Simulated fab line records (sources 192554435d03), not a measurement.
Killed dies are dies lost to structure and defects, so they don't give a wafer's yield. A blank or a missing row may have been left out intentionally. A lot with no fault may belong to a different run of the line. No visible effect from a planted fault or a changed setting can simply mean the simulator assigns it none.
Split-lot experiment    flow n5_finfet    7 lots, 39 wafers read, on a route of 1938 steps

THE SPLIT
At N5_FIN_SAQP_SPACER1_ALD_24 (deposits SiO2, target thk 20.3 nm, pulse time 1 s, purge time 2 s), the setting ald_cycles was moved away from the recipe's 218 on 6 of the 39 wafers read, by -8.7% to +14.2%. This setting was run at the recipe's value on the other wafers.

FROM THE SPLIT TO THE READING: what the file shows between them, 2 steps
- N5_FIN_SAQP_SPACER1_ETCHBACK_25: etches SiO2 in CHF3/O2, target depth 24.4 nm, time 12.2 s
- N5_FIN_SAQP_MANDREL1_REMOVE_56: chemistry HBr/Cl2/O2, target a-Si, stops on SiNx, bt time 10 s

THE READING
Shown in nm: cd_nm at N5_FIN_SAQP_CD_MEAS_27, with target cd 20 nm. Typical for fault-free wafers on this fab line: 20.32 nm, with standard deviation 0.22 nm.

wafer   tool, chamber at the split  ald_cycles as run  against the recipe  cd_nm, nm  against lot-mates on the recipe
L076.1  ald_sin-03, 0,2,3,3         218                recipe              20.15      -
L076.2  ald_sin-03, 1,2             218                recipe              20.08      -
L076.3  ald_sin-03, 0,2,3,3         218                recipe              20.26      -
L076.4  ald_sin-03, 0,2,3,3         218                recipe              19.95      -
L076.5  ald_sin-03, 0,2,3,3         218                recipe              20.23      -
L076.6  ald_sin-03, 1,2             218                recipe              20.49      -
L077.1  ald_sin-01, 1,0,2,3,0,1     218                recipe              20.14      -
L077.2  ald_sin-01, 1,0,2,3,0,1     218                recipe              20.30      -
L077.3  ald_sin-01, 1,0,2,3,0,1     218                recipe              20.15      -
L077.4  ald_sin-01, 1,0,2,3,0,1     218                recipe              20.27      -
L077.5  ald_sin-01, 1,0,2,3,0,1     218                recipe              20.61      -
L077.6  ald_sin-01, 1,0,2,3,0,1     218                recipe              20.50      -
L078.1  ald_sin-01, 2,3,1           218                recipe              20.40      -
L078.2  ald_sin-01, 0,1,2           218                recipe              20.39      -
L078.3  ald_sin-01, 2,3,1           218                recipe              20.16      -
L078.4  ald_sin-01, 2,3,1           218                recipe              20.39      -
L078.5  ald_sin-01, 0,1,2           218                recipe              20.46      -
L078.6  ald_sin-01, 0,1,2           218                recipe              20.26      -
L082.1  ald_sin-04, 2,1,2           249                +14.2%              23.25      +2.83
L082.2  ald_sin-04, 3,1             218                recipe              20.41      -
L082.3  ald_sin-04, 2,1,2           249                +14.2%              23.25      +2.83
L082.4  ald_sin-04, 0               218                recipe              20.55      -
L082.5  ald_sin-04, 3,1             218                recipe              20.30      -
L082.6  ald_sin-04, 2,1,2           249                +14.2%              23.32      +2.90
L086.1  ald_sin-01, 1               199                -8.7%               18.91      -1.48
L086.2  ald_sin-01, 3,2             199                -8.7%               18.48      -1.91
L086.3  ald_sin-01, 3,2             199                -8.7%               18.32      -2.07
L086.4  ald_sin-01, 0,3,0           218                recipe              20.26      -
L086.5  ald_sin-01, 0,3,0           218                recipe              20.57      -
L086.6  ald_sin-01, 0,3,0           218                recipe              20.35      -
L091.1  ald_sin-01, 0               218                recipe              20.25      -
L091.3  ald_sin-01, 2               218                recipe              20.51      -
L091.5  ald_sin-01, 2               218                recipe              20.76      -
L094.1  ald_sin-04, 0,3             218                recipe              20.45      -
L094.2  ald_sin-04, 3,1,2,0         218                recipe              20.27      -
L094.3  ald_sin-04, 3,1,2,0         218                recipe              20.52      -
L094.4  ald_sin-04, 3,1,2,0         218                recipe              19.90      -
L094.5  ald_sin-04, 3,1,2,0         218                recipe              20.62      -
L094.6  ald_sin-04, 0,3             218                recipe              20.20      -
If several chambers appear in one row, that row covers several wafers at once and the file leaves open which wafer was in which chamber.

THE FIT
A straight line over all 39 wafers: cd_nm changes by +0.205 nm for each +1% of ald_cycles; r = +0.98; the points scatter about the line by 0.19 nm.
The same after taking each lot's own level away (the mean of its wafers on the recipe; 39 wafers): +0.203 nm for each +1%; r = +0.98; scatter 0.18 nm.
That fit puts the effect of the largest move of ald_cycles on the reading at 2.9 nm.
Across the lots, their own levels run from 20.193 to 20.507 nm, a range of 1.4 times the standard deviation given above.
Consequently the slope shifts little with the lot-to-lot level, the two slopes agreeing.
Check: for one of the wafers moved furthest among these (+14.2%), held out of the fit, the line's prediction against its lot-mates is +2.9 nm. Against them it came out at +2.83 nm.

OTHER SPLITS APPLIED TO THESE WAFERS
These wafers also went through other splits before the reading. Each is held against what the fit with the lots' levels taken away leaves over:
other split on the same wafers     wafers away from the commonest value  r with cd_nm (lot level and that fit taken away)
N5_FIN_SAQP_MANDREL_ETCH_22 icp_w  18                                    +0.05

THE WHOLE CHAIN: every reading that the file lists as answering this split, in the file's order
step                            what it does                                                       reading                                                                                  change (the file's fit)                r (the file's)
N5_FIN_SAQP_SPACER1_ALD_24      deposits SiO2, target thk 20.3 nm, pulse time 1 s, purge time 2 s  SiO2_of_FIN_SAQP_SPACER1_ALD_24.thk_nm (the simulator's own value, which no gauge read)  +0.201 nm for each +1% of the setting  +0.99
N5_FIN_SAQP_MANDREL1_REMOVE_56  chemistry HBr/Cl2/O2, target a-Si, stops on SiNx, bt time 10 s     FIN_SAQP.cd_nm (the simulator's own value, which no gauge read)                          +0.201 nm for each +1% of the setting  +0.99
N5_FIN_SAQP_CD_MEAS_27          target cd 20 nm                                                    cd_nm                                                                                    +0.203 nm for each +1% of the setting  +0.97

FILE'S OWN FIT
cd_nm changes by +0.203 nm for each +1% of ald_cycles, r = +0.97.
